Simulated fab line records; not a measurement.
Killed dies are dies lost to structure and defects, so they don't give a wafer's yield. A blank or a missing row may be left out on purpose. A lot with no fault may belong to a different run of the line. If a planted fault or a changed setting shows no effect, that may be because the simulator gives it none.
fab line records	flow nandHarc
record lots=24	wafers=72	lastDay=33
route steps=1302 shown A_ONON_D1@439 A_CHANNEL_HOLE_D1@472 A_CHANNEL_FILL_D1@501 A_DECK1_JOINT@530 A_ONON_D2@548
lots untouched by any fault: they come from a run of this same line in which no faults occurred
startH: hours from the record's first day to the start of the lot's first wafer shown	waitH: hours from the lot's prior step to this one	" the same as in the row above	L1.1+2: a row that stands for several wafers	- value missing, or start not given	* or withheld: withheld	< > ~ a bound
route shown NAME@n: a module of which the file shows steps, and the number in the route of the first	usual: mean/standard deviation of fault-free wafers	same: alike in all rows	chamber/n: place in a boat	sites: the reading at each site	_std_site: standard deviation of those values	_edge_site: outer sites' mean less inner sites'	radiusMm: for every site, how far away it sits from the centre of the wafer	mask NAME#n: copy n	behind: tool/chamber where the wafer was last shaped	hold: what put the lot on hold/how long, in hours/how the hold closed	device: names the non-switching transistor (n, p or np)	end of line: tests run on the same wafers once the route is complete	where a step has no rows: the recipe by itself	killed: dies that structure and defects cost at the first sort, which is not the same as the wafer's yield	map: shows each die of a wafer: x if killed, . if not, _ if none is there
set.NAME: the run value of the setting; set.NAME@STEP: its run value at that earlier step	model.NAME: the simulator's own value behind a step, which no gauge read
route steps across a sampled set of lots; one table per step, one row per wafer
services: from which hour (startH, from the record's first day; less than 0 if before it) a tool's chamber was out of use, for how many hours, and why
## steps
# step NHARC_A_ONON_D1_THK_MEAS_21
# recipe thkMeasGauge=ellipsometry
# usual thkNm=1000/8.3
lot.wafer	tool	chamber	startH	waitH	thkNm
L074.3	filmMetro-01	-	171.95	-	990
L074.5	"	-	"	"	989
L074.6	"	-	"	"	992
L075.1	filmMetro-01	-	181.86	-	1003
L075.5	"	-	"	"	1004
L075.6	"	-	"	"	1003
L076.1	filmMetro-01	-	190.46	-	986
L076.3	"	-	"	"	986
L076.6	"	-	"	"	986
L077.2	filmMetro-01	-	207.69	-	999
L077.4	"	-	"	"	999
L077.6	"	-	"	"	1000
L078.2	filmMetro-02	-	207.71	-	1007
L078.4	"	-	"	"	1006
L078.6	"	-	"	"	1007
L079.1	filmMetro-02	-	219.45	-	1023
L079.2	"	-	"	"	1022
L079.6	"	-	"	"	1024
L080.2	filmMetro-01	-	237.20	-	985
L080.3	"	-	"	"	986
L080.5	"	-	"	"	987
L081.4	filmMetro-01	-	243.64	-	992
L081.5	"	-	"	"	995
L081.6	"	-	"	"	993
L082.2	filmMetro-01	-	255.48	-	997
L082.4	"	-	"	"	998
L082.6	"	-	"	"	998
L083.1	filmMetro-02	-	271.89	-	1004
L083.2	"	-	"	"	1005
L083.4	"	-	"	"	1005
L084.2	filmMetro-02	-	272.10	-	997
L084.3	"	-	"	"	995
L084.6	"	-	"	"	996
L085.1	filmMetro-02	-	285.37	-	1003
L085.3	"	-	"	"	1005
L085.6	"	-	"	"	1005
L086.1	filmMetro-01	-	290.72	-	1003
L086.5	"	-	"	"	1003
L086.6	"	-	"	"	1001
L087.1	filmMetro-01	-	295.93	-	1007
L087.3	"	-	"	"	1006
L087.4	"	-	"	"	1005
L088.3	filmMetro-01	-	321.55	-	1004
L088.4	"	-	"	"	1001
L088.6	"	-	"	"	1000
L089.1	filmMetro-02	-	321.55	-	1007
L089.2	"	-	"	"	1007
L089.3	"	-	"	"	1008
L090.1	filmMetro-02	-	346.56	-	991
L090.2	"	-	"	"	990
L090.5	"	-	"	"	990
L091.1	filmMetro-01	-	346.58	-	1002
L091.2	"	-	"	"	1003
L091.3	"	-	"	"	1003
L093.1	filmMetro-01	-	360.22	-	989
L093.3	"	-	"	"	993
L093.5	"	-	"	"	992
L092.2	filmMetro-01	-	360.23	-	998
L092.4	"	-	"	"	998
L092.6	"	-	"	"	1001
L094.3	filmMetro-01	-	376.09	-	1009
L094.4	"	-	"	"	1010
L094.5	"	-	"	"	1007
L095.2	filmMetro-01	-	388.67	-	1007
L095.3	"	-	"	"	1007
L095.6	"	-	"	"	1009
L096.1	filmMetro-02	-	392.71	-	997
L096.2	"	-	"	"	997
L096.4	"	-	"	"	997
L097.4	filmMetro-01	-	392.71	-	994
L097.5	"	-	"	"	992
L097.6	"	-	"	"	994
# step NHARC_A_CHANNEL_HOLE_D1_ETCH_20
# recipe biasV=3000	sourceW=withheld	pressureMtorr=20	timeS=361.9	arFlowSccm=375	c4f8FlowSccm=89.3	o2FlowSccm=35.7	tempC=-20	targetDepthA=16000	chemistry=C4F8/O2/Ar
# usual drypumpMotorCurrentA=5.6/0.36	o2FlowSccm=35.69/0.1	showerheadPlenumPTorr=3.64/0.13	throttleValvePct=32.155/0.0093
lot.wafer	tool	chamber	startH	waitH	drypumpMotorCurrentA	o2FlowSccm	rfHoursCounterH	showerheadPlenumPTorr	throttleValvePct
L074.3	harEtch-02	1	178.56	0.2	5.7	35.76	-	3.42	32.154
L074.5	"	0	"	"	5.8	35.73	-	3.70	32.151
L074.6	"	1	"	"	5.7	35.88	-	3.42	32.159
L075.1	harEtch-02	1	188.37	0.1	5.7	35.51	299	3.42	32.159
L075.6	"	0	"	"	5.7	35.69	-	3.70	32.158
L075.5	"	1	"	"	5.7	35.58	-	3.42	32.145
L076.1	harEtch-02	0	196.95	0.1	5.7	35.87	307	3.69	32.161
L076.3	"	0	"	"	5.7	35.68	-	3.69	32.149
L076.6	"	0	"	"	5.7	35.83	-	3.69	32.153
L077.2	harEtch-02	1	214.21	0.1	5.7	35.74	318	3.41	32.159
L077.4	"	0	"	"	5.7	35.66	-	3.69	32.141
L077.6	"	1	"	"	5.7	35.65	-	3.41	32.147
L078.2	harEtch-01	1	214.93	0.1	5.1	35.64	103	3.72	32.156
L078.4	"	0	"	"	6.1	35.93	-	3.63	32.162
L078.6	"	0	"	"	6.1	35.80	-	3.63	32.164
L079.1	harEtch-02	1	231.26	0.2	5.7	35.71	330	3.40	32.141
L079.2	"	1	"	"	5.7	35.72	-	3.40	32.136
L079.6	"	1	"	"	5.7	35.65	-	3.40	32.157
L080.2	harEtch-02	1	247.21	0.3	5.7	35.46	-	3.40	32.152
L080.3	"	1	"	"	5.7	35.63	-	3.40	32.143
L080.5	"	1	"	"	5.7	35.53	-	3.40	32.172
L081.4	harEtch-01	0	252.03	0.2	6.1	35.73	-	3.62	32.140
L081.6	"	0	"	"	6.1	35.75	-	3.62	32.155
L081.5	"	1	"	"	5.1	35.67	-	3.71	32.145
L082.2	harEtch-01	0	261.80	0.1	6.1	35.55	129	3.62	32.154
L082.4	"	1	"	"	5.1	35.56	-	3.71	32.144
L082.6	"	1	"	"	5.1	35.62	-	3.71	32.143
L083.2	harEtch-01	1	280.85	0.1	5.1	35.70	141	3.70	32.152
L083.1	"	0	"	"	6.1	35.77	141	3.61	32.171
L083.4	"	1	"	"	5.1	35.77	-	3.70	32.161
L084.2	harEtch-01	1	285.04	0.1	5.1	35.72	145	3.70	32.149
L084.3	"	0	"	"	6.1	35.52	-	3.61	32.165
L084.6	"	1	"	"	5.1	35.72	-	3.70	32.152
L085.1	harEtch-01	1	293.03	0.1	5.1	35.72	152	3.70	32.151
L085.3	"	0	"	"	6.1	35.59	-	3.61	32.152
L085.6	"	1	"	"	5.1	35.84	-	3.69	32.150
L086.1	harEtch-01	0	297.50	0.1	6.1	35.86	156	3.60	32.149
L086.6	"	0	"	"	6.1	35.81	-	3.60	32.164
L086.5	"	1	"	"	5.1	35.60	-	3.69	32.152
L087.1	harEtch-02	0	302.40	0.1	5.7	35.67	364	3.66	32.160
L087.3	"	1	"	"	5.7	35.68	-	3.93	32.157
L087.4	"	0	"	"	5.7	35.81	-	3.66	32.148
L088.3	harEtch-02	0	328.14	0.2	5.7	35.64	-	3.65	32.147
L088.4	"	1	"	"	5.7	35.78	-	3.92	32.152
L088.6	"	0	"	"	5.7	35.77	-	3.65	32.145
L089.1	harEtch-01	0	329.86	0.1	6.0	35.67	175	3.59	32.160
L089.2	"	1	"	"	5.1	35.81	175	3.68	32.162
L089.3	"	0	"	"	6.0	35.69	-	3.59	32.172
L091.2	harEtch-02	0	352.88	0.1	5.7	35.76	386	3.65	32.157
L091.1	"	1	"	"	5.7	35.85	387	3.91	32.161
L091.3	"	1	"	"	5.7	35.75	-	3.91	32.143
L090.2	harEtch-01	1	353.18	0.1	5.1	35.60	183	3.68	32.153
L090.1	"	0	"	"	6.1	35.79	183	3.59	32.161
L090.5	"	1	"	"	5.1	35.62	-	3.68	32.163
L092.2	harEtch-01	0	367.40	0.1	6.1	35.85	195	3.58	32.144
L092.4	"	0	"	"	6.1	35.78	-	3.58	32.168
L092.6	"	0	"	"	6.1	35.73	-	3.58	32.169
L093.1	harEtch-02	0	369.09	0.1	5.7	35.74	402	3.64	32.165
L093.3	"	0	"	"	5.8	35.76	-	3.64	32.137
L093.5	"	0	"	"	5.7	35.67	-	3.64	32.156
L094.4	harEtch-01	0	384.19	0.2	6.1	35.67	-	3.58	32.147
L094.3	"	1	"	"	5.1	35.62	-	3.67	32.157
L094.5	"	0	"	"	6.0	35.49	-	3.58	32.158
L095.2	harEtch-01	1	401.76	0.1	5.1	35.67	221	3.66	32.161
L095.3	"	0	"	"	6.1	35.77	-	3.57	32.165
L095.6	"	1	"	"	5.1	35.73	-	3.66	32.157
L096.1	harEtch-02	0	403.01	0.1	5.7	35.74	8	3.63	32.156
L096.2	"	1	"	"	5.7	35.66	8	3.90	32.157
L096.4	"	0	"	"	5.7	35.64	-	3.63	32.155
L097.4	harEtch-01	1	406.05	0.2	5.1	35.73	-	3.66	32.147
L097.5	"	0	"	"	6.1	35.70	-	3.57	32.168
L097.6	"	1	"	"	5.1	35.66	-	3.66	32.158
# step NHARC_A_CHANNEL_FILL_D1_STRIP_28
# recipe timeS=20	o2FlowSccm=500	arFlowSccm=0	biasW=0	chemistry=O2
# usual drypumpMotorCurrentA=5.6/0.41	o2FlowSccm=500.2/1.7	oesProductAu=0.997/0.015	rfVppV=57.8/0.9	showerheadPlenumPTorr=3.55/0.15	throttleValvePct=17.037/0.0091
lot.wafer	tool	chamber	startH	waitH	drypumpMotorCurrentA	o2FlowSccm	oesProductAu	rfHoursCounterH	rfVppV	showerheadPlenumPTorr	throttleValvePct
L074.3	rieDiel-11	3	209.16	0.1	6.3	499.3	1.004	6.9	57.4	3.61	17.037
L074.5	"	2	"	"	5.8	500.8	0.997	-	57.9	3.49	17.030
L074.6	"	3	"	"	6.3	499.0	0.993	-	58.6	3.61	17.058
L075.1	rieDiel-11	3	220.62	0.1	6.3	501.3	1.014	7.5	58.3	3.61	17.045
L075.5	"	0	"	"	5.4	498.0	1.020	-	55.9	3.33	17.038
L075.6	"	1	"	"	5.2	501.1	1.006	-	57.7	3.52	17.048
L076.1	rieDiel-07	2	228.01	0.1	5.7	498.0	1.018	4.0	57.6	3.30	17.031
L076.3	"	3	"	"	5.7	498.1	0.983	4.7	57.8	3.46	17.032
L076.6	"	1	"	"	5.0	501.6	0.983	-	59.4	3.71	17.049
L078.4	rieDiel-09	1	244.34	0.1	5.9	499.5	1.015	3.8	58.5	3.67	17.052
L078.2	"	3	"	"	5.7	503.7	0.976	4.5	58.7	3.78	17.021
L078.6	"	2	"	"	5.2	499.7	0.975	-	56.9	3.77	17.048
L077.2	rieDiel-07	3	244.35	0.1	5.7	499.5	0.976	4.9	56.8	3.46	17.040
L077.4	"	0	"	"	6.5	501.0	0.984	5.8	58.0	3.44	17.026
L077.6	"	1	"	"	5.0	500.9	0.986	-	57.2	3.71	17.029
L079.2	rieDiel-07	2	268.85	0.1	5.7	500.4	1.001	4.9	56.7	3.30	17.038
L079.1	"	3	"	"	5.6	502.9	0.976	5.6	59.1	3.46	17.020
L079.6	"	2	"	"	5.7	500.7	1.015	-	57.0	3.30	17.049
L080.3	rieDiel-09	1	281.44	0.1	5.9	501.2	1.004	5.7	57.9	3.67	17.039
L080.2	"	3	"	"	5.7	502.1	0.995	5.8	58.5	3.78	17.025
L080.5	"	1	"	"	5.9	501.1	1.012	-	57.7	3.67	17.035
L081.4	rieDiel-07	3	281.44	0.1	5.7	498.4	0.975	5.8	56.8	3.46	17.016
L081.5	"	1	"	"	5.0	501.6	1.004	-	58.7	3.71	17.039
L081.6	"	2	"	"	5.7	500.4	1.023	-	56.4	3.30	17.047
L082.4	rieDiel-07	1	293.11	0.1	5.0	500.1	1.013	6.5	57.7	3.71	17.038
L082.2	"	2	"	"	5.7	497.2	1.021	6.2	57.5	3.30	17.024
L082.6	"	3	"	"	5.7	502.5	0.975	-	58.2	3.46	17.044
L083.1	rieDiel-11	2	315.63	0.1	5.8	500.1	0.996	3.2	57.2	3.48	17.037
L083.2	"	3	"	"	6.3	498.0	1.009	4.7	58.6	3.61	17.034
L083.4	"	0	"	"	5.4	500.2	1.014	4.6	57.7	3.33	17.053
L084.2	rieDiel-09	1	315.63	0.1	5.9	501.5	1.003	7.7	59.2	3.67	17.032
L084.3	"	2	"	"	5.2	498.3	0.971	7.8	57.5	3.77	17.021
L084.6	"	0	"	"	5.4	501.1	0.964	-	57.6	3.56	17.035
L085.3	rieDiel-07	0	323.57	0.1	6.5	498.7	0.987	2.1	56.4	3.44	17.037
L085.1	"	1	"	"	5.0	496.7	0.990	2.1	59.0	3.71	17.058
L085.6	"	3	"	"	5.7	499.7	0.978	-	60.2	3.46	17.042
L086.1	rieDiel-11	3	327.44	0.1	6.3	500.9	1.017	6.4	57.9	3.61	17.036
L086.5	"	1	"	"	5.2	499.6	1.014	-	58.0	3.52	17.032
L086.6	"	2	"	"	5.8	502.8	0.998	-	56.8	3.48	17.045
L087.4	rieDiel-11	0	332.62	0.1	5.4	501.0	1.011	5.8	57.9	3.33	17.026
L087.3	"	2	"	"	5.7	495.9	0.991	5.0	58.0	3.48	17.037
L087.1	"	3	"	"	6.3	499.6	1.013	6.5	58.5	3.61	17.031
L088.3	rieDiel-11	2	360.01	0.1	5.8	500.4	0.993	6.8	58.1	3.48	17.036
L088.4	"	1	"	"	5.2	498.1	1.005	6.8	56.8	3.52	17.049
L088.6	"	3	"	"	6.3	499.7	1.003	-	57.2	3.60	17.043
L089.2	rieDiel-09	1	360.01	0.1	5.9	500.1	1.012	1.5	58.4	3.66	17.031
L089.1	"	2	"	"	5.2	502.7	1.020	1.9	58.4	3.77	17.036
L089.3	"	0	"	"	5.4	499.0	0.991	1.6	58.2	3.56	17.040
L090.2	rieDiel-11	2	383.10	0.1	5.8	499.7	1.000	8.5	58.1	3.48	17.045
L090.1	"	3	"	"	6.3	500.9	1.026	9.7	58.2	3.60	17.022
L090.5	"	2	"	"	5.7	499.9	1.001	-	57.8	3.48	17.032
L091.1	rieDiel-09	2	383.12	0.1	5.2	499.7	1.005	3.0	58.1	3.77	17.044
L091.3	"	3	"	"	5.7	499.5	0.993	2.9	58.9	3.78	17.035
L091.2	"	0	"	"	5.3	499.9	0.997	3.1	57.1	3.56	17.031
L092.4	rieDiel-09	3	398.70	0.1	5.7	501.3	0.982	3.7	57.6	3.78	17.040
L092.2	"	2	"	"	5.2	499.0	1.004	3.8	58.6	3.77	17.044
L092.6	"	0	"	"	5.4	499.1	0.991	-	58.7	3.56	17.027
L093.1	rieDiel-07	2	398.72	0.1	5.6	501.7	0.990	4.3	56.9	3.30	17.033
L093.3	"	3	"	"	5.7	500.9	0.975	4.3	57.7	3.46	17.036
L093.5	"	0	"	"	6.5	499.7	0.986	-	57.1	3.44	17.031
L094.4	rieDiel-09	1	417.48	0.1	5.9	499.0	1.012	4.5	58.5	3.66	17.026
L094.3	"	2	"	"	5.2	498.9	1.022	4.3	58.8	3.77	17.040
L094.5	"	0	"	"	5.3	500.4	1.006	-	56.9	3.55	17.034
L095.3	rieDiel-09	0	431.74	0.1	5.4	501.6	0.987	5.6	57.0	3.55	17.049
L095.2	"	1	"	"	5.9	497.7	1.000	5.4	57.4	3.66	17.054
L095.6	"	0	"	"	5.3	501.1	0.980	-	56.4	3.55	17.049
L096.2	rieDiel-11	0	431.75	0.1	5.4	498.5	1.002	12.7	57.2	3.33	17.020
L096.1	"	2	"	"	5.8	500.3	0.986	11.9	57.1	3.48	17.036
L096.4	"	0	"	"	5.4	498.3	1.005	-	58.0	3.33	17.037
L097.4	rieDiel-09	2	435.71	0.1	5.2	501.9	1.013	5.2	59.4	3.77	17.046
L097.5	"	3	"	"	5.7	497.1	0.983	-	56.7	3.78	17.028
L097.6	"	0	"	"	5.3	501.1	0.979	-	57.7	3.55	17.057
# step NHARC_A_CHANNEL_FILL_D1_INSPECT_13
# usual rawDefectCount=273/110
lot.wafer	tool	chamber	startH	waitH	rawDefectCount
L074.3	defectInspect-02	-	232.56	0.0	217
L074.5	"	-	"	"	302
L074.6	"	-	"	"	258
L075.1	defectInspect-01	-	244.38	0.0	217
L075.5	"	-	"	"	267
L075.6	"	-	"	"	258
L076.1	defectInspect-02	-	252.95	0.0	401
L076.3	"	-	"	"	188
L076.6	"	-	"	"	216
L078.2	defectInspect-01	-	267.84	0.0	160
L078.4	"	-	"	"	117
L078.6	"	-	"	"	190
L077.2	defectInspect-02	-	267.84	0.0	458
L077.4	"	-	"	"	353
L077.6	"	-	"	"	319
L079.1	defectInspect-01	-	293.19	0.0	203
L079.2	"	-	"	"	262
L079.6	"	-	"	"	315
L080.2	defectInspect-01	-	305.04	0.0	248
L080.3	"	-	"	"	238
L080.5	"	-	"	"	262
L081.4	defectInspect-02	-	305.04	0.0	408
L081.5	"	-	"	"	319
L081.6	"	-	"	"	532
L082.2	defectInspect-01	-	316.77	0.0	450
L082.4	"	-	"	"	409
L082.6	"	-	"	"	373
L084.2	defectInspect-02	-	339.34	0.0	156
L084.3	"	-	"	"	161
L084.6	"	-	"	"	136
L083.1	defectInspect-01	-	339.34	0.0	444
L083.2	"	-	"	"	295
L083.4	"	-	"	"	178
L085.1	defectInspect-01	-	347.10	0.0	137
L085.3	"	-	"	"	238
L085.6	"	-	"	"	194
L086.1	defectInspect-01	-	352.39	0.0	113
L086.5	"	-	"	"	169
L086.6	"	-	"	"	118
L087.1	defectInspect-02	-	356.26	0.0	344
L087.3	"	-	"	"	312
L087.4	"	-	"	"	285
L089.1	defectInspect-02	-	383.47	0.0	465
L089.2	"	-	"	"	329
L089.3	"	-	"	"	351
L088.3	defectInspect-02	-	383.48	0.0	716
L088.4	"	-	"	"	475
L088.6	"	-	"	"	354
L091.1	defectInspect-02	-	406.68	0.0	168
L091.2	"	-	"	"	259
L091.3	"	-	"	"	156
L090.1	defectInspect-01	-	406.69	0.0	354
L090.2	"	-	"	"	345
L090.5	"	-	"	"	193
L093.1	defectInspect-02	-	422.61	0.0	239
L093.3	"	-	"	"	165
L093.5	"	-	"	"	292
L092.2	defectInspect-01	-	422.61	0.0	109
L092.4	"	-	"	"	244
L092.6	"	-	"	"	327
L094.3	defectInspect-02	-	441.54	0.0	204
L094.4	"	-	"	"	210
L094.5	"	-	"	"	181
L096.1	defectInspect-02	-	455.12	0.0	207
L096.2	"	-	"	"	265
L096.4	"	-	"	"	190
L095.2	defectInspect-01	-	455.14	0.0	334
L095.3	"	-	"	"	361
L095.6	"	-	"	"	288
L097.4	defectInspect-02	-	459.16	0.0	285
L097.5	"	-	"	"	264
L097.6	"	-	"	"	312
# step NHARC_A_DECK1_JOINT_ETCHBACK_00
# recipe targetDepthA=300	timeS=17.4	hbrFlowSccm=150	rfW=350	icpW=350	biasW=60	chemistry=HBr
# usual drypumpMotorCurrentA=5.8/0.38	oesProductAu=0.999/0.014	throttleValvePct=23.266/0.0091
lot.wafer	tool	chamber	startH	waitH	drypumpMotorCurrentA	oesProductAu	rfHoursCounterH	throttleValvePct
L074.3	rieSi-05	2	243.10	0.1	6.5	0.989	0.72	23.283
L074.6	"	1	"	"	6.2	0.978	-	23.273
L074.5	"	2	"	"	6.5	0.989	-	23.269
L075.1	rieSi-03	0	255.11	0.1	5.5	0.986	0.26	23.280
L075.5	"	3	"	"	5.4	1.000	-	23.270
L075.6	"	0	"	"	5.5	0.990	-	23.266
L076.1	rieSi-05	2	263.52	0.1	6.5	0.990	0.90	23.267
L076.3	"	0	"	"	6.1	0.983	0.78	23.270
L076.6	"	2	"	"	6.5	0.994	-	23.271
L078.4	rieSi-05	2	278.56	0.1	6.5	1.010	1.02	23.263
L078.2	"	1	"	"	6.3	0.990	1.03	23.268
L078.6	"	2	"	"	6.5	1.007	-	23.252
L077.2	rieSi-03	1	278.58	0.1	5.6	0.998	0.45	23.254
L077.4	"	2	"	"	5.3	0.990	0.21	23.277
L077.6	"	1	"	"	5.6	0.998	-	23.279
L079.1	rieSi-02	3	303.74	0.1	6.2	0.975	0.13	23.287
L079.2	"	1	"	"	5.5	0.980	0.06	23.262
L079.6	"	0	"	"	6.0	1.006	-	23.262
L081.4	rieSi-03	0	315.65	0.1	5.5	0.998	0.59	23.265
L081.5	"	2	"	"	5.2	0.988	-	23.269
L081.6	"	3	"	"	5.4	1.010	-	23.254
L080.2	rieSi-05	1	315.65	0.1	6.3	0.986	0.02	23.276
L080.3	"	2	"	"	6.5	0.998	0.05	23.276
L080.5	"	0	"	"	6.1	0.985	-	23.275
L082.4	rieSi-03	1	327.35	0.1	5.7	1.001	0.72	23.251
L082.2	"	2	"	"	5.3	1.000	0.48	23.277
L082.6	"	3	"	"	5.4	1.004	-	23.271
L083.4	rieSi-03	1	349.87	0.1	5.6	1.008	0.88	23.273
L083.1	"	2	"	"	5.3	1.011	0.60	23.273
L083.2	"	3	"	"	5.4	0.999	0.75	23.269
L084.3	rieSi-02	0	349.88	0.1	6.0	1.024	0.36	23.273
L084.2	"	2	"	"	5.9	1.019	0.54	23.276
L084.6	"	3	"	"	6.2	0.982	-	23.258
L085.1	rieSi-03	1	357.65	0.1	5.6	1.024	0.96	23.264
L085.3	"	3	"	"	5.4	1.015	0.85	23.271
L085.6	"	0	"	"	5.5	1.006	-	23.265
L086.1	rieSi-03	1	363.16	0.1	5.6	1.005	1.00	23.285
L086.6	"	3	"	"	5.4	1.009	-	23.276
L086.5	"	0	"	"	5.5	0.999	-	23.261
L087.4	rieSi-05	3	366.99	0.1	6.1	1.038	0.36	23.281
L087.1	"	1	"	"	6.3	0.986	0.36	23.262
L087.3	"	2	"	"	6.5	1.008	0.38	23.278
L088.4	rieSi-02	0	394.53	0.1	5.9	1.025	0.77	23.255
L088.3	"	3	"	"	6.2	0.977	0.82	23.263
L088.6	"	1	"	"	5.5	1.000	-	23.259
L089.1	rieSi-05	0	394.53	0.1	6.1	0.982	0.43	23.264
L089.3	"	2	"	"	6.5	0.987	0.54	23.267
L089.2	"	3	"	"	6.1	1.012	0.52	23.284
L091.1	rieSi-05	1	417.23	0.1	6.3	0.990	0.65	23.264
L091.2	"	2	"	"	6.5	1.001	0.68	23.283
L091.3	"	3	"	"	6.2	1.019	0.63	23.252
L090.1	rieSi-02	1	417.23	0.1	5.5	0.984	0.90	23.259
L090.2	"	0	"	"	6.0	1.018	0.94	23.264
L090.5	"	1	"	"	5.5	0.995	-	23.252
L092.2	rieSi-05	3	433.31	0.1	6.1	1.016	0.69	23.266
L092.4	"	2	"	"	6.4	0.985	0.79	23.263
L092.6	"	3	"	"	6.1	1.015	-	23.265
L093.1	rieSi-02	3	433.32	0.1	6.1	0.988	0.98	23.268
L093.3	"	0	"	"	5.9	1.006	1.06	23.258
L093.5	"	3	"	"	6.2	0.977	-	23.259
L094.4	rieSi-03	2	452.31	0.1	5.2	0.984	0.37	23.260
L094.3	"	3	"	"	5.4	1.007	0.34	23.252
L094.5	"	2	"	"	5.2	0.997	-	23.263
L096.2	rieSi-03	2	465.89	0.1	5.2	0.987	0.54	23.257
L096.4	"	3	"	"	5.4	1.007	0.46	23.278
L096.1	"	1	"	"	5.6	1.002	0.43	23.257
L095.2	rieSi-02	2	465.90	0.1	5.9	1.009	0.04	23.242
L095.3	"	3	"	"	6.2	0.987	0.08	23.255
L095.6	"	2	"	"	5.9	1.012	-	23.262
L097.4	rieSi-03	2	470.87	0.1	5.3	1.000	0.58	23.254
L097.6	"	0	"	"	5.5	0.976	-	23.256
L097.5	"	1	"	"	5.6	1.008	-	23.268
# step NHARC_A_ONON_D2_THK_MEAS_05
# recipe thkMeasGauge=ellipsometry
# usual thkNm=1001/6.4
lot.wafer	tool	chamber	startH	waitH	thkNm
L074.3	filmMetro-02	-	267.09	-	996
L074.5	"	-	"	"	996
L074.6	"	-	"	"	997
L075.1	filmMetro-01	-	279.28	-	1016
L075.5	"	-	"	"	1017
L075.6	"	-	"	"	1016
L076.1	filmMetro-01	-	288.83	-	1008
L076.3	"	-	"	"	1007
L076.6	"	-	"	"	1008
L078.2	filmMetro-02	-	300.21	-	1001
L078.4	"	-	"	"	1001
L078.6	"	-	"	"	1002
L077.2	filmMetro-02	-	300.29	-	995
L077.4	"	-	"	"	996
L077.6	"	-	"	"	995
L079.1	filmMetro-01	-	329.48	-	1003
L079.2	"	-	"	"	1003
L079.6	"	-	"	"	1001
L080.2	filmMetro-02	-	339.51	-	999
L080.3	"	-	"	"	998
L080.5	"	-	"	"	1000
L081.4	filmMetro-01	-	339.52	-	1004
L081.5	"	-	"	"	1005
L081.6	"	-	"	"	1004
L082.2	filmMetro-02	-	352.81	-	1004
L082.4	"	-	"	"	1005
L082.6	"	-	"	"	1005
L084.2	filmMetro-01	-	374.47	-	1000
L084.3	"	-	"	"	999
L084.6	"	-	"	"	998
L083.1	filmMetro-01	-	374.47	-	997
L083.2	"	-	"	"	1000
L083.4	"	-	"	"	997
L085.1	filmMetro-01	-	380.28	-	992
L085.3	"	-	"	"	994
L085.6	"	-	"	"	992
L086.1	filmMetro-02	-	389.37	-	998
L086.5	"	-	"	"	1000
L086.6	"	-	"	"	999
L087.1	filmMetro-01	-	391.28	-	1002
L087.3	"	-	"	"	1002
L087.4	"	-	"	"	1000
L088.3	filmMetro-01	-	417.25	-	992
L088.4	"	-	"	"	993
L088.6	"	-	"	"	991
L089.1	filmMetro-02	-	417.32	-	992
L089.2	"	-	"	"	990
L089.3	"	-	"	"	990
L090.1	filmMetro-02	-	442.08	-	992
L090.2	"	-	"	"	993
L090.5	"	-	"	"	991
L091.1	filmMetro-01	-	442.08	-	996
L091.2	"	-	"	"	994
L091.3	"	-	"	"	994
L092.2	filmMetro-02	-	457.80	-	1003
L092.4	"	-	"	"	1004
L092.6	"	-	"	"	1000
L093.1	filmMetro-01	-	457.89	-	1008
L093.3	"	-	"	"	1007
L093.5	"	-	"	"	1007
L094.3	filmMetro-02	-	475.63	-	1006
L094.4	"	-	"	"	1007
L094.5	"	-	"	"	1005
L096.1	filmMetro-02	-	488.53	-	1008
L096.2	"	-	"	"	1008
L096.4	"	-	"	"	1008
L095.2	filmMetro-01	-	488.54	-	1012
L095.3	"	-	"	"	1013
L095.6	"	-	"	"	1011
L097.4	filmMetro-01	-	500.20	-	1002
L097.5	"	-	"	"	1004
L097.6	"	-	"	"	1003
## services
tool	chamber	startH	hours	kind
rieDiel-07	0	189.96	4.2	repair
rieSi-05	3	191.97	6.8	repair
rieSi-03	-	221.00	9.0	pm
rieSi-05	-	228.67	2.8	repair
rieDiel-07	-	239.29	0.7	repair
rieSi-03	3	250.62	2.0	repair
rieDiel-11	-	255.56	9.0	pm
rieDiel-07	1	285.15	4.3	repair
rieDiel-09	0	286.43	3.3	repair
rieDiel-07	-	294.21	9.0	pm
rieSi-05	2	295.16	3.1	repair
rieDiel-11	2	303.69	10.1	repair
rieDiel-09	1	304.95	3.8	repair
rieSi-05	-	305.00	9.0	pm
rieDiel-09	-	320.13	9.0	pm
rieSi-05	0	321.96	10.4	repair
rieDiel-09	1	337.23	6.0	repair
harEtch-02	-	377.00	17.0	pm
rieDiel-09	0	377.78	2.6	repair
rieSi-03	-	398.00	9.0	pm
rieDiel-11	3	429.69	20.6	repair
rieDiel-11	-	432.56	9.0	pm
rieSi-03	0	441.66	4.8	repair
rieSi-03	-	460.27	0.5	repair
## key
fault none
